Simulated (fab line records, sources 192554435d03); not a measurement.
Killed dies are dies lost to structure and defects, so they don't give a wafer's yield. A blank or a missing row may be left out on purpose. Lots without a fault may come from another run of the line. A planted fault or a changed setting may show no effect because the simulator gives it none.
fab line records | flow n5_finfet
record lots=24 wafers=72 last_day=18
route steps=1938 shown ZERO_LAYER@4 WELL_APT@44 PMOS_HMC_CHANNEL_EPI@70
lots that met no fault: from a run of the same line without faults
start_h: hours from the record's first day to the start of the lot's first wafer shown | wait_h: hours since the lot's step before | " the same as in the row above | L1.1+2: a row that stands for several wafers | - no value, or no start given | * or withheld: withheld | < > ~ a bound
route shown NAME@n: a module of which the file shows steps, and the number in the route of the first | usual: mean/standard deviation of fault-free wafers | same: alike in all rows | chamber/n: place in a boat | sites: the reading at each site | _std_site: their standard deviation | _edge_site: outer sites' mean less inner sites' | radius_mm: how far each site lies from the wafer's centre | mask NAME#n: copy n | behind: the tool/chamber that last shaped the wafer | hold: why the lot was held/for how many hours/how that ended | device: the transistor (n, p or np) that didn't switch | end of line: the same wafers' tests at the end of the route | a step without rows: its recipe alone | killed: dies lost to structure and defects at the first sort, not the wafer's yield | map: a wafer's dies, x killed, . not, _ none there
set.NAME: the setting as run; set.NAME@STEP: as run at that earlier step | model.NAME: the simulator's own value behind a step, which no gauge read
steps of the route over a sample of lots; a table a step, a row a wafer
services: from which hour (start_h, from the record's first day; less than 0 if before it) a tool's chamber was out of use, for how many hours, and why
## steps
# step N5_ZERO_LAYER_PECVD_02
# recipe material=SiO2 target_thk_a=100 temp_c=400 precursor=SiH4/N2O pressure_torr=0.75 rf_w=275 time_s=6
# usual heater_power_w=745/70 showerhead_plenum_p_Torr=8.12/0.12
# columns lot.wafer tool chamber start_h wait_h heater_power_w showerhead_plenum_p_Torr
L074.2 pecvd-01 0 12.30 0.0 658 7.90
L074.3 " 2 " " 847 8.11
L074.6 " 1 " " 780 7.95
L075.3 pecvd-02 2 18.28 0.0 701 8.21
L075.4 " 2 " " 738 8.19
L075.6 " 1 " " 753 8.11
L076.2 pecvd-02 2 24.30 0.0 593 8.18
L076.4 " 0 " " 791 8.26
L076.6 " 2 " " 597 8.17
L077.2 pecvd-01 1 30.28 0.0 854 7.95
L077.4 " 0 " " 775 7.88
L077.6 " 1 " " 852 7.94
L078.3 pecvd-01 2 36.31 0.0 807 8.13
L078.4 " 1 " " 746 7.94
L078.5 " 2 " " 808 8.12
L079.1 pecvd-03 0 42.28 0.0 641 8.10
L079.3 " 0 " " 639 8.08
L079.5 " 1 " " 675 8.22
L080.3 pecvd-01 1 48.28 0.0 796 7.94
L080.4 " 1 " " 812 7.95
L080.5 " 0 " " 751 7.88
L081.2 pecvd-03 0 54.30 0.0 624 8.07
L081.5 " 2 " " 846 8.27
L081.6 " 1 " " 790 8.20
L082.2 pecvd-02 1 60.30 0.0 687 8.12
L082.3 " 0 " " 772 8.25
L082.6 " 1 " " 676 8.11
L083.1 pecvd-03 2 66.47 0.0 803 8.26
L083.3 " 1 " " 812 8.19
L083.6 " 1 " " 795 8.23
L084.4 pecvd-02 2 72.31 0.1 713 8.21
L084.5 " 0 " " 724 8.25
L084.6 " 1 " " 739 8.10
L085.4 pecvd-01 1 78.32 0.1 823 7.93
L085.5 " 0 " " 642 7.88
L085.6 " 2 " " 774 8.12
L086.3 pecvd-01 1 84.28 0.0 800 7.96
L086.4 " 1 " " 776 7.94
L086.5 " 2 " " 813 8.12
L087.3 pecvd-01 2 90.28 0.0 735 8.11
L087.5 " 2 " " 697 8.11
L087.6 " 1 " " 817 7.92
L088.2 pecvd-02 1 96.28 0.0 667 8.12
L088.3 " 2 " " 729 8.18
L088.6 " 1 " " 660 8.11
L089.1 pecvd-03 2 102.28 0.0 863 8.27
L089.4 " 1 " " 777 8.21
L089.6 " 2 " " 881 8.27
L090.1 pecvd-01 2 108.47 0.0 858 8.11
L090.3 " 1 " " 764 7.94
L090.4 " 2 " " 864 8.12
L091.2 pecvd-02 1 114.28 0.0 771 8.10
L091.3 " 2 " " 620 8.21
L091.6 " 1 " " 771 8.10
L092.3 pecvd-03 2 120.28 0.0 813 8.27
L092.5 " 0 " " 656 8.07
L092.6 " 2 " " 818 8.29
L093.1 pecvd-02 2 126.28 0.0 650 8.21
L093.3 " 2 " " 643 8.20
L093.5 " 2 " " 646 8.17
L094.1 pecvd-02 1 132.28 0.0 722 8.10
L094.2 " 0 " " 856 8.26
L094.4 " 0 " " 839 8.24
L095.2 pecvd-02 1 138.30 0.0 674 8.12
L095.4 " 2 " " 722 8.18
L095.6 " 0 " " 838 8.26
L096.2 pecvd-03 2 144.30 0.0 840 8.28
L096.3 " 1 " " 693 8.19
L096.5 " 0 " " 686 8.07
L097.4 pecvd-02 0 150.31 0.1 792 8.26
L097.5 " 1 " " 755 8.14
L097.6 " 2 " " 691 8.17
# step N5_ZERO_LAYER_CD_MEAS_11
# recipe target_cd_nm=2000 landing_energy_ev=500 detector=se_inlens
# usual cd_nm=2000.1/1.3
# columns lot.wafer tool chamber start_h wait_h cd_nm
L074.2 cd_sem-02 0 12.79 - 1998.5
L074.3 " 0 " " 1997.5
L074.6 " 0 " " 1997.2
L075.3 cd_sem-01 0 18.77 - 2001.6
L075.4 " 0 " " 2001.7
L075.6 " 0 " " 2001.6
L076.2 cd_sem-01 0 24.66 - 1999.2
L076.4 " 0 " " 1999.9
L076.6 " 0 " " 2000.0
L077.2 cd_sem-01 0 30.77 - 2001.3
L077.4 " 0 " " 1998.5
L077.6 " 0 " " 2001.6
L078.3 cd_sem-03 0 37.08 - 1997.3
L078.4 " 0 " " 1999.9
L078.5 " 0 " " 1999.9
L079.1 cd_sem-03 0 42.67 - 1999.6
L079.3 " 0 " " 1999.4
L079.5 " 0 " " 1997.3
L080.3 cd_sem-02 0 48.64 - 2001.8
L080.4 " 0 " " 2000.5
L080.5 " 0 " " 1998.6
L081.2 cd_sem-02 0 54.78 - 2002.0
L081.5 " 0 " " 2000.5
L081.6 " 0 " " 2001.7
L082.2 cd_sem-02 0 60.66 - 1999.8
L082.3 " 0 " " 1999.2
L082.6 " 0 " " 1998.8
L083.1 cd_sem-01 0 66.95 - 1999.4
L083.3 " 0 " " 2000.7
L083.6 " 0 " " 2001.4
L084.4 cd_sem-02 0 72.77 - 2000.6
L084.5 " 0 " " 1999.9
L084.6 " 0 " " 1999.7
L085.4 cd_sem-03 0 78.79 - 2001.0
L085.5 " 0 " " 1999.3
L085.6 " 0 " " 1999.9
L086.3 cd_sem-02 0 84.64 - 2000.7
L086.4 " 0 " " 1998.0
L086.5 " 0 " " 2000.4
L087.3 cd_sem-01 0 90.64 - 1999.0
L087.5 " 0 " " 2000.5
L087.6 " 0 " " 1998.7
L088.2 cd_sem-01 0 96.77 - 1998.2
L088.3 " 0 " " 1999.0
L088.6 " 0 " " 1998.9
L089.1 cd_sem-02 0 102.79 - 1999.9
L089.4 " 0 " " 2001.7
L089.6 " 0 " " 2002.4
L090.1 cd_sem-02 0 108.95 - 2003.8
L090.3 " 0 " " 1999.6
L090.4 " 0 " " 2001.0
L091.2 cd_sem-01 0 114.67 - 2000.0
L091.3 " 0 " " 1999.4
L091.6 " 0 " " 2001.0
L092.3 cd_sem-02 0 120.64 - 2000.1
L092.5 " 0 " " 2000.9
L092.6 " 0 " " 2000.1
L093.1 cd_sem-02 0 126.66 - 2001.0
L093.3 " 0 " " 2000.7
L093.5 " 0 " " 2000.3
L094.1 cd_sem-03 0 132.77 - 1999.5
L094.2 " 0 " " 1997.8
L094.4 " 0 " " 1998.7
L095.2 cd_sem-02 0 138.78 - 2001.0
L095.4 " 0 " " 2000.2
L095.6 " 0 " " 2001.2
L096.2 cd_sem-03 0 144.66 - 1999.7
L096.3 " 0 " " 2000.3
L096.5 " 0 " " 2000.7
L097.4 cd_sem-01 0 150.65 - 2001.7
L097.5 " 0 " " 2001.3
L097.6 " 0 " " 1999.2
# step N5_ZERO_LAYER_ETCH_17
# recipe chemistry=CF4 target=SiO2 target_depth_a=120 time_s=13.3 ion_energy_ev=350 pressure_mtorr=40 source_w=450 bias_w=215 Ar_flow_sccm=100 cf4_flow_sccm=100
# usual drypump_motor_current_A=5.8/0.37 oes_product_au=0.76/0.07 rf_vpp_V=949/4.5 showerhead_plenum_p_Torr=2.15/0.07 throttle_valve_pct=15.69/0.23
# columns lot.wafer tool chamber start_h wait_h drypump_motor_current_A oes_product_au rf_hours_counter_h rf_vpp_V showerhead_plenum_p_Torr throttle_valve_pct
L074.2 rie_diel-03 1 12.86 0.0 5.9 0.76 149 948 2.14 15.62
L074.3 " 3 " " 6.6 0.87 41 945 2.09 15.58
L074.6 " 3 " " 6.6 0.87 - 946 2.09 15.56
L075.3 rie_diel-06 1 18.84 0.0 5.9 0.79 102 943 2.08 15.77
L075.4 " 0 " " 5.5 0.73 165 955 2.23 16.09
L075.6 " 1 " " 5.9 0.80 - 944 2.08 15.76
L076.2 rie_diel-04 1 24.73 0.0 5.6 0.78 120 955 2.24 15.70
L076.4 " 2 " " 6.1 0.70 215 952 2.20 15.89
L076.6 " 2 " " 6.1 0.70 - 953 2.20 15.89
L077.2 rie_diel-06 0 30.84 0.0 5.5 0.73 167 955 2.23 16.11
L077.4 " 1 " " 5.9 0.80 104 945 2.08 15.75
L077.6 " 0 " " 5.5 0.73 - 953 2.23 16.11
L078.3 rie_diel-06 3 37.15 0.0 6.4 0.74 161 944 2.05 15.34
L078.4 " 2 " " 5.5 0.78 115 944 2.08 15.80
L078.5 " 3 " " 6.4 0.74 - 943 2.05 15.35
L079.1 rie_diel-06 0 42.74 0.0 5.5 0.72 170 954 2.23 16.10
L079.3 " 1 " " 5.9 0.78 108 943 2.08 15.79
L079.5 " 3 " " 6.4 0.73 - 943 2.05 15.37
L080.3 rie_diel-04 1 48.71 0.0 5.7 0.77 127 955 2.24 15.71
L080.4 " 1 " " 5.7 0.77 - 954 2.24 15.69
L080.5 " 3 " " 5.7 0.92 - 957 2.27 15.40
L081.2 rie_diel-03 1 54.86 0.0 5.9 0.75 159 950 2.14 15.63
L081.5 " 2 " " 5.2 0.69 - 953 2.20 15.89
L081.6 " 1 " " 5.9 0.75 - 949 2.14 15.63
L082.2 rie_diel-04 2 60.73 0.0 6.1 0.69 220 954 2.20 15.92
L082.3 " 1 " " 5.7 0.77 130 954 2.24 15.71
L082.6 " 1 " " 5.6 0.76 - 955 2.24 15.71
L083.1 rie_diel-06 0 67.06 0.0 5.5 0.72 177 954 2.22 16.11
L083.3 " 3 " " 6.3 0.73 169 942 2.05 15.38
L083.6 " 0 " " 5.5 0.72 - 955 2.22 16.10
L084.4 rie_diel-03 3 72.84 0.0 6.6 0.85 56 946 2.08 15.61
L084.5 " 1 " " 5.9 0.75 - 948 2.14 15.62
L084.6 " 0 " " 5.6 0.72 - 953 2.21 15.58
L085.4 rie_diel-03 3 78.86 0.0 6.6 0.84 58 944 2.08 15.60
L085.5 " 0 " " 5.6 0.72 - 953 2.21 15.58
L085.6 " 1 " " 5.9 0.74 - 949 2.14 15.65
L086.3 rie_diel-04 3 85.01 0.0 5.7 0.89 34 955 2.26 15.41
L086.4 " 1 " " 5.6 0.77 - 953 2.23 15.73
L086.5 " 2 " " 6.1 0.70 - 953 2.20 15.91
L087.3 rie_diel-03 1 90.71 0.0 5.9 0.74 171 948 2.14 15.65
L087.5 " 2 " " 5.2 0.67 - 952 2.19 15.92
L087.6 " 1 " " 5.9 0.73 - 949 2.14 15.66
L088.2 rie_diel-03 2 96.84 0.0 5.2 0.68 245 952 2.19 15.92
L088.3 " 0 " " 5.6 0.71 211 953 2.21 15.58
L088.6 " 1 " " 5.9 0.74 - 949 2.14 15.66
L089.1 rie_diel-06 0 102.87 0.0 5.5 0.71 188 953 2.22 16.15
L089.4 " 1 " " 5.9 0.78 124 943 2.07 15.82
L089.6 " 2 " " 5.5 0.76 - 944 2.07 15.84
L090.1 rie_diel-04 1 109.88 0.0 5.6 0.76 146 956 2.23 15.74
L090.3 " 2 " " 6.1 0.68 236 951 2.19 15.93
L090.4 " 2 " " 6.0 0.69 - 952 2.19 15.94
L091.2 rie_diel-03 3 114.74 0.0 6.6 0.83 69 944 2.08 15.62
L091.3 " 0 " " 5.5 0.72 217 952 2.21 15.60
L091.6 " 0 " " 5.6 0.72 - 952 2.21 15.60
L092.3 rie_diel-06 3 120.97 0.0 6.4 0.72 184 941 2.04 15.39
L092.5 " 2 " " 5.5 0.75 - 943 2.07 15.85
L092.6 " 1 " " 5.9 0.76 - 943 2.07 15.81
L093.1 rie_diel-03 3 126.74 0.0 6.6 0.84 74 944 2.08 15.63
L093.3 " 1 " " 5.9 0.73 182 947 2.13 15.67
L093.5 " 3 " " 6.6 0.82 - 944 2.08 15.63
L094.1 rie_diel-04 2 133.07 0.0 6.0 0.68 244 951 2.19 15.96
L094.2 " 3 " " 5.7 0.87 46 957 2.26 15.45
L094.4 " 1 " " 5.6 0.76 154 954 2.23 15.75
L095.2 rie_diel-03 2 138.87 0.0 5.3 0.99 1 952 2.19 15.45
L095.4 " 0 " " 5.5 0.70 226 951 2.20 15.62
L095.6 " 0 " " 5.5 0.70 - 954 2.20 15.63
L096.2 rie_diel-06 3 144.80 0.0 6.4 0.72 190 943 2.04 15.42
L096.3 " 0 " " 5.5 0.72 199 953 2.22 16.16
L096.5 " 1 " " 5.9 0.76 - 944 2.07 15.82
L097.4 rie_diel-04 2 150.74 0.0 6.0 0.69 - 951 2.19 15.96
L097.5 " 3 " " 5.7 0.88 - 957 2.26 15.45
L097.6 " 0 " " 5.7 0.92 - 946 2.11 15.21
# step N5_WELL_APT_OVL_MEAS_26
# recipe points_per_wafer=44
# usual PWELL_OVL=-3/5.7
# columns lot.wafer tool chamber start_h wait_h PWELL_OVL[nm]
L074.2 overlay-01 0 14.98 0.0 6
L074.3 " 0 " " 7
L074.6 " 0 " " -4
L075.3 overlay-02 0 20.96 0.0 -10
L075.4 " 0 " " -4
L075.6 " 0 " " -11
L076.2 overlay-01 0 26.98 0.0 -7
L076.4 " 0 " " -7
L076.6 " 0 " " -6
L077.2 overlay-01 0 33.13 0.0 -6
L077.4 " 0 " " -12
L077.6 " 0 " " -9
L078.3 overlay-01 0 40.03 0.0 0
L078.4 " 0 " " -7
L078.5 " 0 " " -9
L079.1 overlay-01 0 45.00 0.0 1
L079.3 " 0 " " -3
L079.5 " 0 " " 2
L080.3 overlay-02 0 51.03 0.0 -3
L080.4 " 0 " " 3
L080.5 " 0 " " -4
L081.2 overlay-02 0 56.97 0.0 -1
L081.5 " 0 " " 5
L081.6 " 0 " " -6
L082.2 overlay-01 0 62.88 0.0 0
L082.3 " 0 " " 3
L082.6 " 0 " " 2
L083.1 overlay-02 0 69.25 0.0 -6
L083.3 " 0 " " 2
L083.6 " 0 " " 1
L084.4 overlay-01 0 75.45 0.0 -3
L084.5 " 0 " " 3
L084.6 " 0 " " -6
L085.4 overlay-01 0 81.19 0.0 2
L085.5 " 0 " " -6
L085.6 " 0 " " -8
L086.3 overlay-02 0 87.16 0.0 1
L086.4 " 0 " " -14
L086.5 " 0 " " -3
L087.3 overlay-02 0 92.97 0.0 0
L087.5 " 0 " " 3
L087.6 " 0 " " 0
L088.2 overlay-02 0 99.09 0.0 -2
L088.3 " 0 " " -5
L088.6 " 0 " " -3
L089.1 overlay-01 0 105.11 0.0 0
L089.4 " 0 " " 8
L089.6 " 0 " " 8
L090.1 overlay-01 0 112.12 0.0 -5
L090.3 " 0 " " -6
L090.4 " 0 " " -1
L091.2 overlay-01 0 116.74 0.0 -2
L091.3 " 0 " " -9
L091.6 " 0 " " -4
L092.3 overlay-02 0 123.09 0.0 -9
L092.5 " 0 " " -8
L092.6 " 0 " " -8
L093.1 overlay-02 0 128.85 0.0 -13
L093.3 " 0 " " -5
L093.5 " 0 " " -4
L094.1 overlay-01 0 135.25 0.0 -8
L094.2 " 0 " " -6
L094.4 " 0 " " -5
L095.2 overlay-02 0 140.89 0.0 6
L095.4 " 0 " " 7
L095.6 " 0 " " -2
L096.2 overlay-02 0 147.01 0.0 -9
L096.3 " 0 " " -14
L096.5 " 0 " " -9
L097.4 overlay-02 0 153.32 0.0 -2
L097.5 " 0 " " 1
L097.6 " 0 " " 0
# step N5_PMOS_HMC_CHANNEL_EPI_HM_OPEN_15
# recipe chemistry=CHF3/O2 target=SiO2 mask_material=CAR-ArF-block target_depth_a=406 CHF3_flow_sccm=50 O2_flow_sccm=5 Ar_flow_sccm=200 time_s=20.3 pressure_mtorr=30 source_w=650 bias_w=170 ion_energy_ev=200
# usual drypump_motor_current_A=5.8/0.31 oes_ar_750_au=0.78/0.085 oes_product_au=0.78/0.089 rf_vpp_V=526/5 showerhead_plenum_p_Torr=2.44/0.081 throttle_valve_pct=18.90/0.24
# columns lot.wafer tool chamber start_h wait_h drypump_motor_current_A oes_ar_750_au oes_product_au rf_hours_counter_h rf_vpp_V showerhead_plenum_p_Torr throttle_valve_pct
L074.2 rie_diel-06 2 17.21 0.0 5.5 0.79 0.79 111 523 2.34 19.08
L074.3 " 3 " " 6.4 0.74 0.74 157 530 2.31 18.59
L074.6 " 1 " " 5.9 0.79 0.79 - 530 2.33 18.99
L075.3 rie_diel-03 2 23.25 0.0 5.3 0.69 0.69 225 534 2.47 19.08
L075.4 " 1 " " 5.9 0.76 0.76 151 530 2.42 18.87
L075.6 " 1 " " 5.9 0.75 0.76 - 530 2.42 18.87
L076.2 rie_diel-06 2 29.39 0.0 5.5 0.79 0.79 113 522 2.34 19.08
L076.4 " 3 " " 6.4 0.74 0.74 159 531 2.31 18.60
L076.6 " 2 " " 5.4 0.79 0.79 - 524 2.34 19.09
L077.2 rie_diel-04 2 35.85 0.0 6.1 0.70 0.69 218 526 2.47 19.12
L077.4 " 0 " " 5.7 0.69 0.68 242 518 2.38 18.83
L077.6 " 3 " " 5.7 0.91 0.92 - 523 2.56 18.66
L078.3 rie_diel-06 0 42.28 0.0 5.5 0.72 0.73 170 533 2.51 19.39
L078.4 " 3 " " 6.4 0.73 0.74 162 531 2.31 18.60
L078.5 " 2 " " 5.5 0.78 0.78 - 523 2.34 19.07
L079.1 rie_diel-04 3 47.27 0.0 5.7 0.90 0.91 22 522 2.56 18.66
L079.3 " 1 " " 5.6 0.77 0.77 127 524 2.52 18.99
L079.5 " 0 " " 5.8 0.68 0.68 - 516 2.38 18.83
L080.3 rie_diel-04 3 53.46 0.0 5.7 0.90 0.91 24 522 2.55 18.68
L080.4 " 0 " " 5.8 0.68 0.67 - 516 2.38 18.84
L080.5 " 1 " " 5.6 0.77 0.76 - 524 2.52 19.00
L081.2 rie_diel-06 3 60.25 0.0 6.4 0.73 0.73 167 530 2.31 18.61
L081.5 " 0 " " 5.5 0.73 0.72 - 532 2.51 19.39
L081.6 " 1 " " 5.9 0.78 0.78 - 529 2.33 19.01
L082.2 rie_diel-04 2 65.28 0.0 6.0 0.70 0.70 221 526 2.47 19.11
L082.3 " 0 " " 5.8 0.68 0.67 249 517 2.38 18.84
L082.6 " 0 " " 5.7 0.68 0.68 - 516 2.38 18.85
L083.1 rie_diel-04 1 71.80 0.0 5.7 0.77 0.78 134 523 2.52 19.00
L083.3 " 3 " " 5.7 0.89 0.90 30 522 2.55 18.69
L083.6 " 2 " " 6.0 0.70 0.69 - 525 2.47 19.11
L084.4 rie_diel-03 2 77.64 0.0 5.2 0.68 0.68 239 534 2.47 19.11
L084.5 " 0 " " 5.6 0.72 0.73 - 530 2.49 18.75
L084.6 " 3 " " 6.6 0.84 0.85 - 525 2.34 18.86
L085.4 rie_diel-03 3 84.04 0.0 6.6 0.83 0.84 60 526 2.34 18.88
L085.5 " 1 " " 5.9 0.74 0.75 - 528 2.41 18.90
L085.6 " 0 " " 5.6 0.73 0.71 - 528 2.48 18.76
L086.3 rie_diel-04 0 89.83 0.0 5.8 0.98 0.98 1 516 2.38 18.41
L086.4 " 1 " " 5.6 0.76 0.75 140 522 2.52 19.02
L086.5 " 1 " " 5.6 0.76 0.77 - 524 2.52 19.02
L087.3 rie_diel-04 3 95.75 0.0 5.7 0.88 0.89 38 523 2.55 18.68
L087.5 " 1 " " 5.7 0.76 0.76 - 523 2.52 19.01
L087.6 " 2 " " 6.1 0.68 0.69 - 526 2.47 19.12
L088.2 rie_diel-04 1 101.42 0.0 5.7 0.76 0.75 143 523 2.52 19.00
L088.3 " 2 " " 6.0 0.68 0.69 234 525 2.47 19.13
L088.6 " 3 " " 5.7 0.87 0.88 - 522 2.55 18.70
L089.1 rie_diel-04 1 108.75 0.0 5.6 0.76 0.76 145 523 2.52 19.03
L089.4 " 0 " " 5.7 0.96 0.96 6 516 2.38 18.44
L089.6 " 2 " " 6.1 0.68 0.68 - 526 2.47 19.13
L090.1 rie_diel-04 1 114.49 0.0 5.6 0.75 0.76 149 524 2.52 19.02
L090.3 " 2 " " 6.1 0.69 0.69 239 523 2.46 19.14
L090.4 " 0 " " 5.8 0.94 0.94 - 517 2.37 18.43
L091.2 rie_diel-06 1 119.05 0.0 5.9 0.76 0.77 128 529 2.32 19.04
L091.3 " 2 " " 5.5 0.76 0.76 136 523 2.33 19.11
L091.6 " 1 " " 5.9 0.77 0.77 - 528 2.32 19.03
L092.3 rie_diel-06 0 125.97 0.0 5.5 0.71 0.71 194 534 2.50 19.44
L092.5 " 3 " " 6.4 0.72 0.71 - 530 2.30 18.63
L092.6 " 0 " " 5.5 0.71 0.71 - 533 2.50 19.42
L093.1 rie_diel-03 3 131.17 0.0 6.6 0.82 0.83 76 526 2.34 18.90
L093.3 " 0 " " 5.6 0.71 0.70 224 531 2.48 18.78
L093.5 " 3 " " 6.6 0.82 0.83 - 524 2.34 18.89
L094.1 rie_diel-03 1 137.77 0.0 5.9 0.73 0.74 187 530 2.40 18.93
L094.2 " 0 " " 5.5 0.71 0.70 226 528 2.48 18.79
L094.4 " 2 " " 5.3 0.98 0.99 1 534 2.46 18.77
L095.2 rie_diel-04 1 143.21 0.0 5.6 0.74 0.75 156 523 2.51 19.03
L095.4 " 2 " " 6.0 0.68 0.68 246 525 2.46 19.16
L095.6 " 3 " " 5.7 0.86 0.86 - 522 2.55 18.71
L096.2 rie_diel-03 0 149.28 0.0 5.5 0.71 0.71 229 529 2.48 18.80
L096.3 " 1 " " 5.9 0.72 0.72 190 529 2.40 18.94
L096.5 " 2 " " 5.2 0.96 0.98 - 534 2.46 18.76
L097.4 rie_diel-04 3 155.74 0.0 5.7 0.86 0.86 - 522 2.54 18.74
L097.5 " 1 " " 5.7 0.75 0.75 - 523 2.51 19.04
L097.6 " 0 " " 5.8 0.91 0.90 - 516 2.37 18.46
# step N5_PMOS_HMC_CHANNEL_EPI_CMP_21
# recipe material=SiGe30 post_cmp_clean=alkaline_brush target_thk_nm=54
# usual motor_current_A=11.2/1.7 pad_life_wafers=758/530
# columns lot.wafer tool chamber start_h wait_h motor_current_A pad_life_wafers
L074.3 cmp-01 0 19.50 0.0 10.8 90
L074.2 " 3 " " 10.6 93
L074.6 " 1 " " 13.5 -
L075.4 cmp-04 0 25.24 0.1 9.2 1778
L075.3 " 1 " " 12.7 1779
L075.6 " 2 " " 10.7 -
L076.4 cmp-04 3 31.72 0.1 8.9 1819
L076.2 " 1 " " 13.5 1821
L076.6 " 2 " " 10.7 -
L077.2 cmp-01 2 38.19 0.1 10.4 223
L077.4 " 3 " " 11.2 224
L077.6 " 1 " " 12.5 -
L078.3 cmp-01 0 44.28 0.1 11.0 259
L078.4 " 1 " " 13.5 260
L078.5 " 0 " " 10.6 -
L079.1 cmp-04 1 49.63 0.1 12.7 1970
L079.3 " 2 " " 9.8 1971
L079.5 " 3 " " 9.3 -
L080.4 cmp-01 1 55.84 0.1 13.6 374
L080.3 " 2 " " 9.9 375
L080.5 " 0 " " 11.0 -
L081.2 cmp-02 0 62.21 0.0 13.3 786
L081.5 " 0 " " 13.5 -
L081.6 " 1 " " 14.3 -
L082.2 cmp-02 0 67.79 0.0 13.8 846
L082.3 " 1 " " 14.2 847
L082.6 " 0 " " 12.9 -
L083.1 cmp-04 1 73.89 0.0 13.7 78
L083.3 " 3 " " 9.5 80
L083.6 " 2 " " 11.3 -
L084.4 cmp-01 3 80.04 0.1 11.7 573
L084.5 " 0 " " 10.9 -
L084.6 " 1 " " 12.9 -
L085.4 cmp-04 1 85.98 0.1 13.4 163
L085.6 " 0 " " 8.5 -
L085.5 " 1 " " 13.1 -
L086.3 cmp-01 3 91.80 0.1 11.2 662
L086.4 " 0 " " 10.1 663
L086.5 " 1 " " 13.0 -
L087.3 cmp-04 0 97.71 0.1 8.9 254
L087.6 " 2 " " 11.0 -
L087.5 " 3 " " 9.6 -
L088.2 cmp-02 3 103.31 0.0 13.0 1140
L088.3 " 2 " " 12.0 1143
L088.6 " 3 " " 13.3 -
L089.4 cmp-01 2 110.93 0.1 9.8 811
L089.1 " 0 " " 10.9 813
L089.6 " 2 " " 10.0 -
L090.1 cmp-02 0 116.60 0.0 12.9 1272
L090.3 " 1 " " 13.9 1273
L090.4 " 2 " " 12.3 1274
L091.3 cmp-04 0 120.98 0.1 9.1 427
L091.2 " 2 " " 10.8 429
L091.6 " 0 " " 9.0 -
L092.3 cmp-04 3 127.97 0.1 9.1 495
L092.5 " 0 " " 9.3 -
L092.6 " 1 " " 13.2 -
L093.1 cmp-01 1 133.46 0.0 12.5 1002
L093.3 " 2 " " 9.7 1003
L093.5 " 1 " " 12.0 -
L094.1 cmp-04 1 139.74 0.1 13.0 613
L094.2 " 2 " " 10.2 614
L094.4 " 3 " " 9.7 615
L095.2 cmp-04 0 145.79 0.1 8.9 661
L095.4 " 2 " " 10.8 663
L095.6 " 0 " " 9.1 -
L096.3 cmp-04 2 151.38 0.0 10.8 702
L096.2 " 3 " " 9.7 703
L096.5 " 3 " " 9.6 -
L097.4 cmp-01 2 157.70 0.1 9.7 1196
L097.5 " 0 " " 10.6 -
L097.6 " 1 " " 13.0 -
## services
# columns tool chamber start_h hours kind
rie_diel-06 0 -8.93 7.6 repair
cmp-01 - -5.95 4.2 repair
cmp-04 - -4.56 5.0 repair
cmp-01 - 0.30 4.0 pm
cmp-02 - 26.44 2.0 repair
rie_diel-04 2 41.24 12.5 repair
rie_diel-04 0 41.40 4.8 repair
cmp-02 - 45.71 5.4 repair
rie_diel-03 3 48.95 1.9 repair
cmp-04 - 51.84 3.5 pm
cmp-02 - 57.19 4.3 repair
cmp-01 - 57.20 0.6 repair
cmp-04 - 60.83 4.0 pm
pecvd-03 - 65.32 0.7 repair
rie_diel-04 0 67.78 - clean
rie_diel-04 0 67.78 - consumable_replace:focus_ring
pecvd-01 - 74.45 1.2 repair
rie_diel-03 - 76.80 0.4 repair
rie_diel-06 - 106.40 2.8 pm
rie_diel-04 3 108.80 7.5 repair
cmp-04 - 110.05 3.5 repair
cmp-02 - 123.99 7.3 pm
cmp-01 - 126.15 2.8 repair
rie_diel-04 1 146.38 8.4 repair
## key
fault none
